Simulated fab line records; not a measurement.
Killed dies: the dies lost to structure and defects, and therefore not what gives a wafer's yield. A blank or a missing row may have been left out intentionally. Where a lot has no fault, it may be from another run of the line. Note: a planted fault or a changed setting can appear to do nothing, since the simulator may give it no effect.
Lot-split experiment	flow n5 finfet	route with 1938 steps; 7 lots, 21 wafers read

SPLIT DETAILS
At N5_HKMG_FIN_ETCH_55 (etches SOC in N2/H2, target depth 240 nm, time 300 s), the setting bias w was moved away from the recipe's 150 W on 5 of the 21 wafers read, by -16.4% to +13.0%. For the rest of the wafers, this setting stayed at what the recipe calls for.

Reading taken at the split's own step.

THE READING
rf vpp V, in V, at N5_HKMG_FIN_ETCH_55 (etches SOC in N2/H2, target depth 240 nm, time 300 s). On this fab line, fault-free wafers typically give 523.2 V with a standard deviation of 2.4 V.

wafer	tool, chamber at the split	bias w as run, W	against the recipe	rf vpp V, V	against lot-mates on the recipe
L074.1	rie diel-06, 2	150	recipe	523.3	-
L074.2	rie diel-06, 0	126.9	-15.4%	471.2	-52.1
L074.3	rie diel-06, 1	126.9	-15.4%	472.4	-50.9
L076.1	rie diel-05, 1	150	recipe	523.9	-
L076.5	rie diel-05, 1	150	recipe	522.8	-
L076.6	rie diel-05, 2	150	recipe	524.2	-
L080.2	rie diel-01, 0	150	recipe	520.1	-
L080.4	rie diel-01, 3	150	recipe	525.4	-
L080.5	rie diel-01, 3	150	recipe	525.9	-
L089.2	rie diel-05, 0	150	recipe	526.0	-
L089.4	rie diel-05, 3	150	recipe	520.1	-
L089.6	rie diel-05, 2	150	recipe	524.6	-
L090.2	rie diel-01, 1	150	recipe	522.6	-
L090.3	rie diel-01, 3	125.4	-16.4%	469.7	-52.9
L090.4	rie diel-01, 1	150	recipe	522.6	-
L092.1	rie diel-01, 2	169.5	+13.0%	565.7	+40.8
L092.2	rie diel-01, 3	169.5	+13.0%	567.7	+42.8
L092.6	rie diel-01, 2	150	recipe	524.9	-
L093.2	rie diel-06, 2	150	recipe	521.8	-
L093.3	rie diel-06, 0	150	recipe	521.7	-
L093.6	rie diel-06, 0	150	recipe	521.7	-

THE FIT
A straight line over all 21 wafers: rf vpp V changes by +3.32 V for each +1% of bias w; r = +1.00; the points scatter about the line by 1.7 V.
The same after taking each lot's own level away (the mean of its wafers on the recipe; 21 wafers): +3.27 V for each +1%; r = +1.00; scatter 1.6 V.
The reading moves by 54 V for the largest change in bias w, on that fit.
The span of the lots' own levels, 521.73 to 524.90 V, comes to 1.3 times the standard deviation stated above.
Hence the lot-to-lot level has little effect on the slope; both slopes agree.
Check: with one of the wafers moved furthest among these (-16.4%) left out of the fit, the line predicts -54.1 V for it against its lot-mates. It came out at -52.9 V against them.
Tool readings at the split's step, against how far the setting was moved: rf vpp V r = +1.00.

THE WHOLE CHAIN: every reading that the file lists as answering this split, in the file's order
step	what it does	reading	change (the file's fit)	r (the file's)
N5_HKMG_FIN_ETCH_55	etches SOC in N2/H2, target depth 240 nm, time 300 s	rf vpp V	+3.27 V for each +1% of the setting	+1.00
N5_HKMG_FIN_ETCH_55	etches SOC in N2/H2, target depth 240 nm, time 300 s	HKMG_FIN.feature depth nm (the simulator's own value, which no gauge read)	+1.44 nm for each +1% of the setting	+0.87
N5_HKMG_FIN_ETCH_55	etches SOC in N2/H2, target depth 240 nm, time 300 s	etch.depth nm (the simulator's own value, which no gauge read)	+1.44 nm for each +1% of the setting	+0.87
N5_HKMG_FIN_ETCH_55	etches SOC in N2/H2, target depth 240 nm, time 300 s	SiARC_of_HKMG_FIN_COAT_42.thk nm (the simulator's own value, which no gauge read)	-0.202 nm for each +1% of the setting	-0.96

THE FILE'S OWN FIT
rf vpp V changes by +3.27 V for each +1% of bias w, r = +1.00.
